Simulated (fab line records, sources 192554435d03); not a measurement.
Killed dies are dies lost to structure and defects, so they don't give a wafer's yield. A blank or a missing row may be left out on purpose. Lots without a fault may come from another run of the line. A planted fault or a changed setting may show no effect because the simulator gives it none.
Which tool did it? | flow n5_finfet | 24 lots, 72 wafers sampled, at 6 steps of a route of 1938

WHAT THE GAUGES READ, wafer by wafer
N5_BEOL_M8_INSPECT_13: inspects for defects (brightfield).
lot  | measured     | on                | raw_defect_count
L075 | day 10 10:05 | defect_inspect-01 | 411 320 513
L074 | day 10 13:45 | defect_inspect-01 | 241 359 316
L076 | day 11 07:42 | defect_inspect-02 | 288 240 379
L077 | day 11 08:05 | defect_inspect-01 | 370 338 323
L079 | day 11 12:48 | defect_inspect-01 | 310 330 485
L078 | day 11 13:59 | defect_inspect-02 | 483 438 562
L081 | day 12 02:17 | defect_inspect-01 | 518 503 560
L082 | day 12 02:28 | defect_inspect-02 | 522 404 400
L080 | day 12 09:40 | defect_inspect-02 | 400 421 394
L083 | day 13 03:40 | defect_inspect-02 | 425 576 461
L084 | day 13 08:34 | defect_inspect-02 | 205 259 244
L085 | day 14 03:57 | defect_inspect-01 | 371 311 354
L086 | day 14 07:43 | defect_inspect-02 | 415 577 377
L087 | day 14 08:38 | defect_inspect-02 | 389 374 303
L088 | day 15 05:02 | defect_inspect-02 | 405 416 659
L089 | day 15 11:16 | defect_inspect-02 | 391 435 405
L090 | day 16 03:32 | defect_inspect-02 | 321 531 395
L094 | day 16 09:25 | defect_inspect-02 | 413 393 492
L092 | day 16 15:55 | defect_inspect-01 | 285 402 346
L093 | day 16 20:04 | defect_inspect-01 | 429 341 355
L091 | day 16 20:36 | defect_inspect-01 | 309 270 182
L095 | day 16 23:33 | defect_inspect-02 | 456 338 375
L097 | day 17 05:53 | defect_inspect-01 | 450 343 367
L096 | day 17 18:46 | defect_inspect-02 | 519 546 491

N5_BEOL_M9_CD_MEAS_18: pitch 140 nm, target cd 70 nm.
lot  | measured     | on        | cd_nm (nm)
L075 | day 10 20:20 | cd_sem-01 | 70.2 69.6 69.8
L074 | day 11 02:54 | cd_sem-01 | 69.6 69.7 70.2
L076 | day 12 03:11 | cd_sem-02 | 70.4 70.4 69.8
L077 | day 11 23:47 | cd_sem-02 | 68.9 69.6 69.6
L079 | day 12 03:58 | cd_sem-01 | 69.3 70.0 70.6
L078 | day 12 02:50 | cd_sem-03 | 70.2 69.5 69.9
L081 | day 12 10:28 | cd_sem-03 | 70.0 70.3 70.2
L082 | day 12 10:44 | cd_sem-01 | 70.3 70.0 70.3
L080 | day 12 19:56 | cd_sem-03 | 70.5 70.7 70.5
L083 | day 13 15:19 | cd_sem-01 | 70.1 69.0 69.9
L084 | day 13 19:47 | cd_sem-01 | 70.2 70.6 69.6
L085 | day 14 13:23 | cd_sem-02 | 70.4 70.4 70.7
L086 | day 14 15:08 | cd_sem-03 | 70.0 70.2 69.4
L087 | day 14 17:05 | cd_sem-02 | 71.5 70.6 71.0
L088 | day 15 16:17 | cd_sem-03 | 69.8 70.0 70.1
L089 | day 15 23:13 | cd_sem-02 | 69.7 70.5 70.4
L090 | day 16 16:42 | cd_sem-01 | 70.5 69.7 69.9
L094 | day 16 20:08 | cd_sem-01 | 70.9 70.5 70.5
L092 | day 17 04:44 | cd_sem-01 | 69.9 69.8 69.5
L093 | day 17 05:16 | cd_sem-01 | 70.9 71.0 70.3
L091 | day 17 05:18 | cd_sem-02 | 70.4 69.7 70.4
L095 | day 17 08:39 | cd_sem-01 | 69.5 69.9 69.8
L097 | day 17 15:44 | cd_sem-02 | 69.2 69.5 69.7
L096 | day 18 03:53 | cd_sem-02 | 70.1 70.2 69.7

WHICH TOOL RAN EACH LOT (tool, then ch and the chambers of the sampled wafers, then the start)
lot  | N5_BEOL_M7_ALD_77                   | N5_BEOL_M7_SURFACE_TREAT_79  | N5_BEOL_M9_HM_DEP_02         | N5_BEOL_M9_ETCH_62
L075 | ald_metal-03 ch 0,1,2, day 10 04:34 | pvd_sputter-03, day 10 05:05 | pvd_sputter-01, day 10 19:13 | rie_diel-04 ch 2,3, day 10 19:53
L074 | ald_metal-03 ch 1,2, day 10 07:17   | pvd_sputter-03, day 10 07:36 | pvd_sputter-03, day 11 01:48 | rie_diel-04 ch 0,2,3, day 11 02:29
L076 | ald_metal-03 ch 0,2,3, day 11 02:13 | pvd_sputter-01, day 11 02:37 | pvd_sputter-02, day 12 01:56 | rie_diel-01 ch 2,3, day 12 02:36
L077 | ald_metal-01 ch 0,2,3, day 11 03:52 | pvd_sputter-03, day 11 04:12 | pvd_sputter-01, day 11 22:38 | rie_diel-04 ch 0,2,3, day 11 23:20
L079 | ald_metal-01 ch 1,2, day 11 08:27   | pvd_sputter-03, day 11 08:44 | pvd_sputter-02, day 12 02:22 | rie_diel-01 ch 0,3, day 12 03:25
L078 | ald_metal-03 ch 0,2,3, day 11 11:08 | pvd_sputter-01, day 11 11:31 | pvd_sputter-02, day 12 01:38 | rie_diel-01 ch 2,3, day 12 02:18
L081 | ald_metal-03 ch 2,3, day 11 21:35   | pvd_sputter-02, day 11 21:53 | pvd_sputter-02, day 12 09:25 | rie_diel-02 ch 0,3, day 12 10:05
L082 | ald_metal-01 ch 1,2,3, day 11 21:53 | pvd_sputter-01, day 11 22:14 | pvd_sputter-02, day 12 09:43 | rie_diel-04 ch 0,2,3, day 12 10:20
L080 | ald_metal-03 ch 0,3, day 12 05:15   | pvd_sputter-01, day 12 05:35 | pvd_sputter-02, day 12 18:49 | rie_diel-01 ch 1,2,3, day 12 19:21
L083 | ald_metal-01 ch 1,2,3, day 12 22:38 | pvd_sputter-02, day 12 22:59 | pvd_sputter-03, day 13 14:16 | rie_diel-01 ch 0,2,3, day 13 14:56
L084 | ald_metal-03 ch 0,1,3, day 13 03:28 | pvd_sputter-01, day 13 03:48 | pvd_sputter-03, day 13 18:31 | rie_diel-01 ch 0,1,3, day 13 19:25
L085 | ald_metal-04 ch 0,1,3, day 13 23:58 | pvd_sputter-01, day 14 00:16 | pvd_sputter-01, day 14 12:22 | rie_diel-02 ch 0,2,3, day 14 13:02
L086 | ald_metal-01 ch 1,2,3, day 14 03:46 | pvd_sputter-02, day 14 04:04 | pvd_sputter-01, day 14 14:06 | rie_diel-02 ch 1,2,3, day 14 14:46
L087 | ald_metal-03 ch 2,3, day 14 04:10   | pvd_sputter-01, day 14 04:53 | pvd_sputter-01, day 14 16:02 | rie_diel-01 ch 0,1,3, day 14 16:43
L088 | ald_metal-01 ch 0,1,2, day 15 01:22 | pvd_sputter-01, day 15 01:38 | pvd_sputter-03, day 15 15:22 | rie_diel-01 ch 0,2, day 15 15:55
L089 | ald_metal-04 ch 0,1,3, day 15 07:53 | pvd_sputter-03, day 15 08:11 | pvd_sputter-03, day 15 22:07 | rie_diel-04 ch 1,2, day 15 22:49
L090 | ald_metal-04 ch 0,1,3, day 15 21:38 | pvd_sputter-03, day 15 21:58 | pvd_sputter-03, day 16 15:40 | rie_diel-04 ch 0,1, day 16 16:20
L094 | ald_metal-01 ch 1,2,3, day 16 03:20 | pvd_sputter-01, day 16 03:43 | pvd_sputter-01, day 16 18:59 | rie_diel-02 ch 1,2, day 16 19:46
L092 | ald_metal-03 ch 2,3, day 16 09:17   | pvd_sputter-01, day 16 09:39 | pvd_sputter-02, day 17 03:24 | rie_diel-04 ch 0,1,3, day 17 04:19
L093 | ald_metal-03 ch 2,3, day 16 13:17   | pvd_sputter-02, day 16 14:00 | pvd_sputter-03, day 17 03:43 | rie_diel-04 ch 0,1,3, day 17 04:45
L091 | ald_metal-01 ch 0,2,3, day 16 15:10 | pvd_sputter-03, day 16 15:28 | pvd_sputter-02, day 17 03:47 | rie_diel-02 ch 1,2,3, day 17 04:46
L095 | ald_metal-01 ch 0,2,3, day 16 20:23 | pvd_sputter-01, day 16 20:56 | pvd_sputter-03, day 17 07:41 | rie_diel-04 ch 0,2, day 17 08:14
L097 | ald_metal-01 ch 0,1,2, day 17 03:10 | pvd_sputter-03, day 17 03:29 | pvd_sputter-01, day 17 14:41 | rie_diel-04 ch 1,2,3, day 17 15:22
L096 | ald_metal-01 ch 0,2,3, day 17 12:16 | pvd_sputter-03, day 17 13:55 | pvd_sputter-01, day 18 02:41 | rie_diel-04 ch 0,2,3, day 18 03:26
- N5_BEOL_M7_ALD_77: deposits TaN, target thk 2 nm, pulse time 2 s, purge time 3 s.
- N5_BEOL_M7_SURFACE_TREAT_79
- N5_BEOL_M9_HM_DEP_02: deposits TiN, target thk 20 nm.
- N5_BEOL_M9_ETCH_62: etches SOC in N2/H2, target depth 110 nm, overetch 22 nm, time 165 s.

WHAT THE TOOLS THEMSELVES READ (means of the sampled wafers that have a number; where no wafer has one, the mark that the record gives instead)
N5_BEOL_M7_ALD_77.
lot  | tool         | heater_power_w (W) | precursor_vessel_temp_c (C)
L075 | ald_metal-03 | 434                | 75.04
L074 | ald_metal-03 | 446                | 75.04
L076 | ald_metal-03 | 442                | 75.09
L077 | ald_metal-01 | 442                | 74.98
L079 | ald_metal-01 | 445                | 74.99
L078 | ald_metal-03 | 435                | 74.90
L081 | ald_metal-03 | 451                | 74.99
L082 | ald_metal-01 | 436                | 75.02
L080 | ald_metal-03 | 443                | 75.11
L083 | ald_metal-01 | 435                | 75.06
L084 | ald_metal-03 | 443                | 74.98
L085 | ald_metal-04 | 440                | 75.13
L086 | ald_metal-01 | 435                | 75.03
L087 | ald_metal-03 | 452                | 75.04
L088 | ald_metal-01 | 427                | 74.98
L089 | ald_metal-04 | 446                | 74.98
L090 | ald_metal-04 | 441                | 74.97
L094 | ald_metal-01 | 432                | 74.98
L092 | ald_metal-03 | 406                | 75.12
L093 | ald_metal-03 | 409                | 74.92
L091 | ald_metal-01 | 430                | 75.06
L095 | ald_metal-01 | 435                | 74.90
L097 | ald_metal-01 | 428                | 74.96
L096 | ald_metal-01 | 434                | 74.99

N5_BEOL_M9_HM_DEP_02.
lot  | tool           | throttle_valve_pct (%)
L075 | pvd_sputter-01 | 30.7
L074 | pvd_sputter-03 | 30.8
L076 | pvd_sputter-02 | 31.4
L077 | pvd_sputter-01 | 30.4
L079 | pvd_sputter-02 | 30.3
L078 | pvd_sputter-02 | 30.4
L081 | pvd_sputter-02 | 29.3
L082 | pvd_sputter-02 | 29.1
L080 | pvd_sputter-02 | 29.5
L083 | pvd_sputter-03 | 31.1
L084 | pvd_sputter-03 | 30.1
L085 | pvd_sputter-01 | 30.8
L086 | pvd_sputter-01 | 30.5
L087 | pvd_sputter-01 | 31.8
L088 | pvd_sputter-03 | 30.6
L089 | pvd_sputter-03 | 31.0
L090 | pvd_sputter-03 | 30.7
L094 | pvd_sputter-01 | 31.7
L092 | pvd_sputter-02 | 30.3
L093 | pvd_sputter-03 | 30.3
L091 | pvd_sputter-02 | 29.4
L095 | pvd_sputter-03 | 30.0
L097 | pvd_sputter-01 | 29.5
L096 | pvd_sputter-01 | 30.7

N5_BEOL_M9_ETCH_62.
lot  | tool        | drypump_motor_current_A (A) | oes_product_au (a.u.) | rf_vpp_V (V) | showerhead_plenum_p_Torr (Torr) | temp_c (C) | throttle_valve_pct (%)
L075 | rie_diel-04 | 5.6                         | 0.61                  | 522.2        | 2.52                            | 39.95      | 17.88
L074 | rie_diel-04 | 5.7                         | 0.68                  | 523.8        | 2.55                            | 39.94      | 17.82
L076 | rie_diel-01 | 4.7                         | 0.62                  | 525.2        | 2.60                            | 40.01      | 17.78
L077 | rie_diel-04 | 5.7                         | 0.68                  | 524.0        | 2.55                            | 40.14      | 17.83
L079 | rie_diel-01 | 4.9                         | 0.61                  | 525.4        | 2.63                            | 39.95      | 17.69
L078 | rie_diel-01 | 4.7                         | 0.62                  | 525.2        | 2.60                            | 39.91      | 17.78
L081 | rie_diel-02 | 5.2                         | 0.60                  | 525.7        | 2.64                            | 39.97      | 17.87
L082 | rie_diel-04 | 5.8                         | 0.67                  | 524.7        | 2.55                            | 40.00      | 17.84
L080 | rie_diel-01 | 5.2                         | 0.69                  | 524.8        | 2.59                            | 40.04      | 17.83
L083 | rie_diel-01 | 5.0                         | 0.61                  | 524.9        | 2.60                            | 40.11      | 17.79
L084 | rie_diel-01 | 5.3                         | 0.67                  | 526.8        | 2.63                            | 39.98      | 17.76
L085 | rie_diel-02 | 5.1                         | 0.64                  | 526.4        | 2.65                            | 39.98      | 18.03
L086 | rie_diel-02 | 5.1                         | 0.65                  | 526.9        | 2.66                            | 40.17      | 17.90
L087 | rie_diel-01 | 5.3                         | 0.66                  | 525.7        | 2.62                            | 39.95      | 17.77
L088 | rie_diel-01 | 5.1                         | 0.61                  | 524.0        | 2.56                            | 40.01      | 17.91
L089 | rie_diel-04 | 5.9                         | 0.70                  | 527.2        | 2.64                            | 40.12      | 17.70
L090 | rie_diel-04 | 6.1                         | 0.75                  | 526.3        | 2.63                            | 39.95      | 17.75
L094 | rie_diel-02 | 5.0                         | 0.63                  | 526.7        | 2.64                            | 40.09      | 17.96
L092 | rie_diel-04 | 6.0                         | 0.70                  | 525.6        | 2.60                            | 39.97      | 17.73
L093 | rie_diel-04 | 5.9                         | 0.69                  | 525.8        | 2.60                            | 39.97      | 17.75
L091 | rie_diel-02 | 5.1                         | 0.64                  | 526.3        | 2.65                            | 39.92      | 17.94
L095 | rie_diel-04 | 5.9                         | 0.77                  | 524.2        | 2.56                            | 40.07      | 17.78
L097 | rie_diel-04 | 5.8                         | 0.72                  | 524.5        | 2.57                            | 40.06      | 17.66
L096 | rie_diel-04 | 5.7                         | 0.71                  | 523.5        | 2.53                            | 40.01      | 17.75

THE ANSWER, worked out from the rows above alone
Rule: what is usual is taken from the lots themselves. Put in order of their means at a reading, lots are off if they are a third of the lots or fewer, leave a main group of 4 or more, and stand apart from it by a gap of 3 or more times the standard deviation of the main group's means; of several such gaps the widest counts. A main group whose means are all the same, to the digits that the tables above print for the reading, isn't used. A lot without any number at a reading at which 4 lots or more have one is off too. The other lots that the step has rows for count as sound. The gauges are gone through in route order, then the tools' own readings, and for those a lot's mean is taken as printed above. The first step at which some lot is off is used, and at that step the reading that is off furthest; a lot without a number counts as furthest.
No lot is off at any reading shown: from this, nothing can be told.

WHAT THE SIMULATOR HAD PUT IN
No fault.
